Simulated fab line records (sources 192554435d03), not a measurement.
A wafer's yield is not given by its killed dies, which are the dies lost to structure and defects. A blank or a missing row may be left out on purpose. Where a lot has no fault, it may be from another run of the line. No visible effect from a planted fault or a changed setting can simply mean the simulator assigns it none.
Which tool is to blame? || flow n5_finfet || 11 lots, 31 wafers sampled, at 5 steps of a route of 1938

== WHAT THE GAUGES SHOWED, per wafer ==
N5_BEOL_M4_CD_MEAS_35: target cd 18 nm, target cd y 22.4 nm. Usual: cd_nm reads 18.0 nm (standard deviation 0.46).
{"lot": "L304", "measured": "day 7 20:36", "on": "cd_sem-02", "cd_nm (nm)": "18.2 18.3", "flag": ""}
{"lot": "L305", "measured": "day 7 20:42", "on": "cd_sem-02", "cd_nm (nm)": "17.6 18.0 18.2", "flag": ""}
{"lot": "L308", "measured": "day 8 23:30", "on": "cd_sem-02", "cd_nm (nm)": "18.1 17.7 18.6", "flag": ""}
{"lot": "L310", "measured": "day 9 18:17", "on": "cd_sem-03", "cd_nm (nm)": "17.8 17.7 18.0", "flag": ""}
{"lot": "L314", "measured": "day 10 10:13", "on": "cd_sem-02", "cd_nm (nm)": "18.0 18.2 18.1", "flag": ""}
{"lot": "L315", "measured": "day 11 01:39", "on": "cd_sem-02", "cd_nm (nm)": "18.2 17.3", "flag": ""}
{"lot": "L317", "measured": "day 11 01:44", "on": "cd_sem-02", "cd_nm (nm)": "18.0 17.3 18.0", "flag": ""}
{"lot": "L324", "measured": "day 12 22:15", "on": "cd_sem-01", "cd_nm (nm)": "18.0 17.3 18.1", "flag": ""}
{"lot": "L323", "measured": "day 13 01:57", "on": "cd_sem-02", "cd_nm (nm)": "18.1 18.5 18.6", "flag": ""}
{"lot": "L325", "measured": "day 13 14:18", "on": "cd_sem-03", "cd_nm (nm)": "18.8 18.3 17.1", "flag": ""}
{"lot": "L326", "measured": "day 13 14:26", "on": "cd_sem-01", "cd_nm (nm)": "18.0 17.9 17.9", "flag": ""}

N5_BEOL_M4_RC_MEAS_101. Usual: DIBL_N 36.0 mV/V, standard deviation 2.2; DIBL_P 35.9 mV/V, standard deviation 2.6; IOFF_N 0.16 nA/um, standard deviation 0.038; IOFF_P 0.21 nA/um, standard deviation 0.042; ION_N 675 uA/um, standard deviation 15; ION_P 463 uA/um, standard deviation 10; SS_N 71.5 mV/dec, standard deviation 0.62; SS_P 73.2 mV/dec, standard deviation 0.76; VT_N 250 mV, standard deviation 4.1; VT_P -251 mV, standard deviation 3.6.
{"lot": "L304", "measured": "day 8 00:44", "on": "prober-01", "DIBL_N (mV/V)": "37.3 35.4", "DIBL_P (mV/V)": "37.3 35.0", "IOFF_N (nA/um)": "0.17 0.14", "IOFF_P (nA/um)": "0.21 0.19", "ION_N (uA/um)": "674 667", "ION_P (uA/um)": "461 454", "SS_N (mV/dec)": "71.5 71.6", "SS_P (mV/dec)": "73.2 72.4", "VT_N (mV)": "251 251", "VT_P (mV)": "-254 -253", "flag": ""}
{"lot": "L305", "measured": "day 8 00:55", "on": "prober-02", "DIBL_N (mV/V)": "36.3 35.1 32.8", "DIBL_P (mV/V)": "37.2 36.8 34.1", "IOFF_N (nA/um)": "0.17 0.15 0.12", "IOFF_P (nA/um)": "0.21 0.19 0.16", "ION_N (uA/um)": "675 662 672", "ION_P (uA/um)": "458 454 463", "SS_N (mV/dec)": "72.3 71.6 70.7", "SS_P (mV/dec)": "73.5 73.3 72.1", "VT_N (mV)": "249 251 253", "VT_P (mV)": "-252 -252 -255", "flag": ""}
{"lot": "L308", "measured": "day 9 03:22", "on": "prober-01", "DIBL_N (mV/V)": "38.7 36.1 33.1", "DIBL_P (mV/V)": "39.3 35.5 32.3", "IOFF_N (nA/um)": "0.21 0.16 0.12", "IOFF_P (nA/um)": "0.26 0.19 0.16", "ION_N (uA/um)": "690 675 662", "ION_P (uA/um)": "471 459 452", "SS_N (mV/dec)": "72.2 72.4 71.2", "SS_P (mV/dec)": "74.5 73.7 72.1", "VT_N (mV)": "245 249 252", "VT_P (mV)": "-249 -251 -253", "flag": ""}
{"lot": "L310", "measured": "day 9 22:17", "on": "prober-01", "DIBL_N (mV/V)": "36.5 34.2 35.0", "DIBL_P (mV/V)": "35.6 34.0 34.3", "IOFF_N (nA/um)": "0.15 0.13 0.13", "IOFF_P (nA/um)": "0.20 0.19 0.19", "ION_N (uA/um)": "672 682 673", "ION_P (uA/um)": "462 473 465", "SS_N (mV/dec)": "71.5 70.9 70.7", "SS_P (mV/dec)": "73.3 72.4 72.6", "VT_N (mV)": "249 253 251", "VT_P (mV)": "-249 -250 -249", "flag": ""}
{"lot": "L314", "measured": "day 10 14:30", "on": "prober-01", "DIBL_N (mV/V)": "38.5 32.9 37.7", "DIBL_P (mV/V)": "36.9 30.5 36.0", "IOFF_N (nA/um)": "0.16 0.09 0.16", "IOFF_P (nA/um)": "0.26 0.17 0.25", "ION_N (uA/um)": "684 639 674", "ION_P (uA/um)": "475 447 474", "SS_N (mV/dec)": "71.2 70.3 71.4", "SS_P (mV/dec)": "73.7 72.9 73.6", "VT_N (mV)": "248 257 248", "VT_P (mV)": "-247 -250 -245", "flag": ""}
{"lot": "L315", "measured": "day 11 07:55", "on": "prober-01", "DIBL_N (mV/V)": "34.9 35.5", "DIBL_P (mV/V)": "34.8 36.6", "IOFF_N (nA/um)": "0.14 0.15", "IOFF_P (nA/um)": "0.18 0.20", "ION_N (uA/um)": "681 666", "ION_P (uA/um)": "466 456", "SS_N (mV/dec)": "71.4 71.6", "SS_P (mV/dec)": "72.5 73.4", "VT_N (mV)": "250 246", "VT_P (mV)": "-250 -254", "flag": ""}
{"lot": "L317", "measured": "day 11 07:28", "on": "prober-02", "DIBL_N (mV/V)": "36.8 37.0 36.8", "DIBL_P (mV/V)": "35.6 36.6 36.4", "IOFF_N (nA/um)": "0.16 0.16 0.16", "IOFF_P (nA/um)": "0.23 0.25 0.24", "ION_N (uA/um)": "677 671 685", "ION_P (uA/um)": "467 471 473", "SS_N (mV/dec)": "70.6 71.9 71.2", "SS_P (mV/dec)": "73.3 73.8 72.4", "VT_N (mV)": "249 247 250", "VT_P (mV)": "-247 -248 -253", "flag": ""}
{"lot": "L324", "measured": "day 13 02:10", "on": "prober-02", "DIBL_N (mV/V)": "35.9 32.9 33.8", "DIBL_P (mV/V)": "36.9 32.5 31.9", "IOFF_N (nA/um)": "0.17 0.12 0.12", "IOFF_P (nA/um)": "0.28 0.19 0.18", "ION_N (uA/um)": "684 663 656", "ION_P (uA/um)": "476 462 454", "SS_N (mV/dec)": "71.5 70.3 70.8", "SS_P (mV/dec)": "74.2 72.6 72.2", "VT_N (mV)": "249 255 252", "VT_P (mV)": "-243 -249 -251", "flag": ""}
{"lot": "L323", "measured": "day 13 05:34", "on": "prober-02", "DIBL_N (mV/V)": "38.0 34.9 34.1", "DIBL_P (mV/V)": "39.0 35.5 34.3", "IOFF_N (nA/um)": "0.20 0.15 0.13", "IOFF_P (nA/um)": "0.25 0.19 0.18", "ION_N (uA/um)": "685 689 664", "ION_P (uA/um)": "465 469 458", "SS_N (mV/dec)": "72.1 71.6 71.3", "SS_P (mV/dec)": "74.5 73.0 73.1", "VT_N (mV)": "248 250 253", "VT_P (mV)": "-251 -250 -254", "flag": ""}
{"lot": "L325", "measured": "day 13 18:15", "on": "prober-01", "DIBL_N (mV/V)": "37.4 33.0 37.6", "DIBL_P (mV/V)": "40.0 33.5 40.5", "IOFF_N (nA/um)": "0.21 0.14 0.22", "IOFF_P (nA/um)": "0.26 0.17 0.25", "ION_N (uA/um)": "678 679 692", "ION_P (uA/um)": "458 467 470", "SS_N (mV/dec)": "71.8 71.5 72.9", "SS_P (mV/dec)": "74.5 72.5 74.6", "VT_N (mV)": "242 249 244", "VT_P (mV)": "-250 -254 -249", "flag": ""}
{"lot": "L326", "measured": "day 13 18:21", "on": "prober-02", "DIBL_N (mV/V)": "36.0 35.7 35.6", "DIBL_P (mV/V)": "37.0 36.7 37.8", "IOFF_N (nA/um)": "0.18 0.18 0.19", "IOFF_P (nA/um)": "0.25 0.25 0.28", "ION_N (uA/um)": "684 693 700", "ION_P (uA/um)": "464 475 491", "SS_N (mV/dec)": "71.0 71.2 71.5", "SS_P (mV/dec)": "73.4 73.6 74.2", "VT_N (mV)": "245 244 245", "VT_P (mV)": "-248 -245 -245", "flag": ""}

== WHICH TOOL RAN EACH LOT (tool, then ch and the chambers of the sampled wafers, then the start) ==
{"lot": "L304", "N5_BEOL_M4_SPUTTER_81": "pvd_sputter-01, day 7 22:13", "N5_BEOL_M4_SPUTTER_88": "pvd_sputter-01, day 7 22:41", "N5_BEOL_M4_SPUTTER_90": "pvd_sputter-01, day 7 22:55"}
{"lot": "L305", "N5_BEOL_M4_SPUTTER_81": "pvd_sputter-02, day 7 22:11", "N5_BEOL_M4_SPUTTER_88": "pvd_sputter-02, day 7 22:38", "N5_BEOL_M4_SPUTTER_90": "pvd_sputter-02, day 7 22:51"}
{"lot": "L308", "N5_BEOL_M4_SPUTTER_81": "pvd_sputter-01, day 9 00:46", "N5_BEOL_M4_SPUTTER_88": "pvd_sputter-01, day 9 01:12", "N5_BEOL_M4_SPUTTER_90": "pvd_sputter-01, day 9 01:25"}
{"lot": "L310", "N5_BEOL_M4_SPUTTER_81": "pvd_sputter-03, day 9 19:52", "N5_BEOL_M4_SPUTTER_88": "pvd_sputter-03, day 9 20:18", "N5_BEOL_M4_SPUTTER_90": "pvd_sputter-03, day 9 20:31"}
{"lot": "L314", "N5_BEOL_M4_SPUTTER_81": "pvd_sputter-01, day 10 12:05", "N5_BEOL_M4_SPUTTER_88": "pvd_sputter-01, day 10 12:31", "N5_BEOL_M4_SPUTTER_90": "pvd_sputter-01, day 10 12:44"}
{"lot": "L315", "N5_BEOL_M4_SPUTTER_81": "pvd_sputter-02, day 11 04:55", "N5_BEOL_M4_SPUTTER_88": "pvd_sputter-02, day 11 05:21", "N5_BEOL_M4_SPUTTER_90": "pvd_sputter-02, day 11 05:34"}
{"lot": "L317", "N5_BEOL_M4_SPUTTER_81": "pvd_sputter-03, day 11 04:54", "N5_BEOL_M4_SPUTTER_88": "pvd_sputter-03, day 11 05:20", "N5_BEOL_M4_SPUTTER_90": "pvd_sputter-03, day 11 05:34"}
{"lot": "L324", "N5_BEOL_M4_SPUTTER_81": "pvd_sputter-03, day 12 23:45", "N5_BEOL_M4_SPUTTER_88": "pvd_sputter-03, day 13 00:11", "N5_BEOL_M4_SPUTTER_90": "pvd_sputter-03, day 13 00:25"}
{"lot": "L323", "N5_BEOL_M4_SPUTTER_81": "pvd_sputter-02, day 13 03:03", "N5_BEOL_M4_SPUTTER_88": "pvd_sputter-02, day 13 03:29", "N5_BEOL_M4_SPUTTER_90": "pvd_sputter-02, day 13 03:43"}
{"lot": "L325", "N5_BEOL_M4_SPUTTER_81": "pvd_sputter-03, day 13 15:50", "N5_BEOL_M4_SPUTTER_88": "pvd_sputter-03, day 13 16:17", "N5_BEOL_M4_SPUTTER_90": "pvd_sputter-03, day 13 16:30"}
{"lot": "L326", "N5_BEOL_M4_SPUTTER_81": "pvd_sputter-02, day 13 15:56", "N5_BEOL_M4_SPUTTER_88": "pvd_sputter-02, day 13 16:23", "N5_BEOL_M4_SPUTTER_90": "pvd_sputter-02, day 13 16:36"}
- N5_BEOL_M4_SPUTTER_81: material Cu, target thk 4.5 nm, time 8.29 s.
- N5_BEOL_M4_SPUTTER_88: material Cu, target thk 4.5 nm, time 8.29 s.
- N5_BEOL_M4_SPUTTER_90: material Cu, target thk 4.5 nm, time 8.29 s.

== WHAT THE TOOLS THEMSELVES READ (means of the sampled wafers that have a number; where no wafer has one, the mark that the record gives instead) ==
N5_BEOL_M4_SPUTTER_81. Usual: chamber_pressure_pa 0.07003 Pa, standard deviation 0.00014; chuck_gas_flow_sccm 1.26 sccm, standard deviation 0.052; throttle_valve_pct 29.8 %, standard deviation 1.2.
{"lot": "L304", "tool": "pvd_sputter-01", "chamber_pressure_pa (Pa)": 0.06998, "chuck_gas_flow_sccm (sccm)": 1.31, "throttle_valve_pct (%)": 29.3, "flag": ""}
{"lot": "L305", "tool": "pvd_sputter-02", "chamber_pressure_pa (Pa)": 0.07002, "chuck_gas_flow_sccm (sccm)": 1.30, "throttle_valve_pct (%)": 29.4, "flag": ""}
{"lot": "L308", "tool": "pvd_sputter-01", "chamber_pressure_pa (Pa)": 0.07014, "chuck_gas_flow_sccm (sccm)": 1.23, "throttle_valve_pct (%)": 29.6, "flag": ""}
{"lot": "L310", "tool": "pvd_sputter-03", "chamber_pressure_pa (Pa)": 0.07005, "chuck_gas_flow_sccm (sccm)": 1.25, "throttle_valve_pct (%)": 30.0, "flag": ""}
{"lot": "L314", "tool": "pvd_sputter-01", "chamber_pressure_pa (Pa)": 0.07008, "chuck_gas_flow_sccm (sccm)": 1.20, "throttle_valve_pct (%)": 29.7, "flag": ""}
{"lot": "L315", "tool": "pvd_sputter-02", "chamber_pressure_pa (Pa)": 0.07018, "chuck_gas_flow_sccm (sccm)": 1.29, "throttle_valve_pct (%)": 29.8, "flag": ""}
{"lot": "L317", "tool": "pvd_sputter-03", "chamber_pressure_pa (Pa)": 0.07008, "chuck_gas_flow_sccm (sccm)": 1.29, "throttle_valve_pct (%)": 29.5, "flag": ""}
{"lot": "L324", "tool": "pvd_sputter-03", "chamber_pressure_pa (Pa)": "-", "chuck_gas_flow_sccm (sccm)": "-", "throttle_valve_pct (%)": "-", "flag": "OFF"}
{"lot": "L323", "tool": "pvd_sputter-02", "chamber_pressure_pa (Pa)": "-", "chuck_gas_flow_sccm (sccm)": "-", "throttle_valve_pct (%)": "-", "flag": "OFF"}
{"lot": "L325", "tool": "pvd_sputter-03", "chamber_pressure_pa (Pa)": "-", "chuck_gas_flow_sccm (sccm)": "-", "throttle_valve_pct (%)": "-", "flag": "OFF"}
{"lot": "L326", "tool": "pvd_sputter-02", "chamber_pressure_pa (Pa)": 0.06983, "chuck_gas_flow_sccm (sccm)": 1.28, "throttle_valve_pct (%)": 29.6, "flag": ""}

N5_BEOL_M4_SPUTTER_88. Usual: chamber_pressure_pa 0.07002 Pa, standard deviation 0.00015; chuck_gas_flow_sccm 1.26 sccm, standard deviation 0.053; throttle_valve_pct 29.8 %, standard deviation 1.2.
{"lot": "L304", "tool": "pvd_sputter-01", "chamber_pressure_pa (Pa)": 0.07000, "chuck_gas_flow_sccm (sccm)": 1.31, "throttle_valve_pct (%)": 29.3, "flag": ""}
{"lot": "L305", "tool": "pvd_sputter-02", "chamber_pressure_pa (Pa)": 0.06991, "chuck_gas_flow_sccm (sccm)": 1.25, "throttle_valve_pct (%)": 29.3, "flag": ""}
{"lot": "L308", "tool": "pvd_sputter-01", "chamber_pressure_pa (Pa)": 0.07004, "chuck_gas_flow_sccm (sccm)": 1.25, "throttle_valve_pct (%)": 29.7, "flag": ""}
{"lot": "L310", "tool": "pvd_sputter-03", "chamber_pressure_pa (Pa)": 0.06993, "chuck_gas_flow_sccm (sccm)": 1.27, "throttle_valve_pct (%)": 30.0, "flag": ""}
{"lot": "L314", "tool": "pvd_sputter-01", "chamber_pressure_pa (Pa)": 0.07001, "chuck_gas_flow_sccm (sccm)": 1.25, "throttle_valve_pct (%)": 29.6, "flag": ""}
{"lot": "L315", "tool": "pvd_sputter-02", "chamber_pressure_pa (Pa)": 0.06979, "chuck_gas_flow_sccm (sccm)": 1.31, "throttle_valve_pct (%)": 29.9, "flag": ""}
{"lot": "L317", "tool": "pvd_sputter-03", "chamber_pressure_pa (Pa)": 0.07007, "chuck_gas_flow_sccm (sccm)": 1.25, "throttle_valve_pct (%)": 29.6, "flag": ""}
{"lot": "L324", "tool": "pvd_sputter-03", "chamber_pressure_pa (Pa)": 0.07003, "chuck_gas_flow_sccm (sccm)": 1.25, "throttle_valve_pct (%)": 29.6, "flag": ""}
{"lot": "L323", "tool": "pvd_sputter-02", "chamber_pressure_pa (Pa)": 0.07003, "chuck_gas_flow_sccm (sccm)": 1.23, "throttle_valve_pct (%)": 30.2, "flag": ""}
{"lot": "L325", "tool": "pvd_sputter-03", "chamber_pressure_pa (Pa)": 0.07002, "chuck_gas_flow_sccm (sccm)": 1.23, "throttle_valve_pct (%)": 29.5, "flag": ""}
{"lot": "L326", "tool": "pvd_sputter-02", "chamber_pressure_pa (Pa)": 0.06997, "chuck_gas_flow_sccm (sccm)": 1.33, "throttle_valve_pct (%)": 29.4, "flag": ""}

N5_BEOL_M4_SPUTTER_90. Usual: chamber_pressure_pa 0.07 Pa, standard deviation 0.00014; chuck_gas_flow_sccm 1.26 sccm, standard deviation 0.054; throttle_valve_pct 29.8 %, standard deviation 1.3.
{"lot": "L304", "tool": "pvd_sputter-01", "chamber_pressure_pa (Pa)": 0.07, "chuck_gas_flow_sccm (sccm)": 1.19, "throttle_valve_pct (%)": 29.2, "flag": ""}
{"lot": "L305", "tool": "pvd_sputter-02", "chamber_pressure_pa (Pa)": 0.07, "chuck_gas_flow_sccm (sccm)": 1.23, "throttle_valve_pct (%)": 29.3, "flag": ""}
{"lot": "L308", "tool": "pvd_sputter-01", "chamber_pressure_pa (Pa)": 0.07, "chuck_gas_flow_sccm (sccm)": 1.25, "throttle_valve_pct (%)": 29.5, "flag": ""}
{"lot": "L310", "tool": "pvd_sputter-03", "chamber_pressure_pa (Pa)": 0.07, "chuck_gas_flow_sccm (sccm)": 1.30, "throttle_valve_pct (%)": 30.0, "flag": ""}
{"lot": "L314", "tool": "pvd_sputter-01", "chamber_pressure_pa (Pa)": 0.07, "chuck_gas_flow_sccm (sccm)": 1.21, "throttle_valve_pct (%)": 29.6, "flag": ""}
{"lot": "L315", "tool": "pvd_sputter-02", "chamber_pressure_pa (Pa)": 0.07, "chuck_gas_flow_sccm (sccm)": 1.33, "throttle_valve_pct (%)": 29.6, "flag": ""}
{"lot": "L317", "tool": "pvd_sputter-03", "chamber_pressure_pa (Pa)": 0.07, "chuck_gas_flow_sccm (sccm)": 1.25, "throttle_valve_pct (%)": 29.8, "flag": ""}
{"lot": "L324", "tool": "pvd_sputter-03", "chamber_pressure_pa (Pa)": 0.07, "chuck_gas_flow_sccm (sccm)": 1.28, "throttle_valve_pct (%)": 29.5, "flag": ""}
{"lot": "L323", "tool": "pvd_sputter-02", "chamber_pressure_pa (Pa)": 0.07, "chuck_gas_flow_sccm (sccm)": 1.23, "throttle_valve_pct (%)": 30.3, "flag": ""}
{"lot": "L325", "tool": "pvd_sputter-03", "chamber_pressure_pa (Pa)": 0.07, "chuck_gas_flow_sccm (sccm)": 1.24, "throttle_valve_pct (%)": 29.6, "flag": ""}
{"lot": "L326", "tool": "pvd_sputter-02", "chamber_pressure_pa (Pa)": 0.07, "chuck_gas_flow_sccm (sccm)": 1.30, "throttle_valve_pct (%)": 29.5, "flag": ""}

== THE ANSWER, worked out from the rows above alone ==
Rule: take the mean of a lot's wafers that have a number; if it is more than 3 standard deviations from the usual mean, the lot is off. A lot without any number at a reading at which 4 lots or more have one is off too. The other lots that the step has rows for count as sound. The gauges are gone through in route order, then the tools' own readings, and for those a lot's mean is taken as printed above. The first step at which some lot is off is used, and at that step the reading that is off furthest; a lot without a number counts as furthest.
Off at N5_BEOL_M4_SPUTTER_81 (chamber_pressure_pa): L324, L323, L325. Without a number there: L324, L323, L325.
A tool fits if, at that step or a process step before it, it ran every lot that is off, and no sound lot after the first of them. Not one of the candidates tried fits.

== WHAT THE SIMULATOR HAD PUT IN ==
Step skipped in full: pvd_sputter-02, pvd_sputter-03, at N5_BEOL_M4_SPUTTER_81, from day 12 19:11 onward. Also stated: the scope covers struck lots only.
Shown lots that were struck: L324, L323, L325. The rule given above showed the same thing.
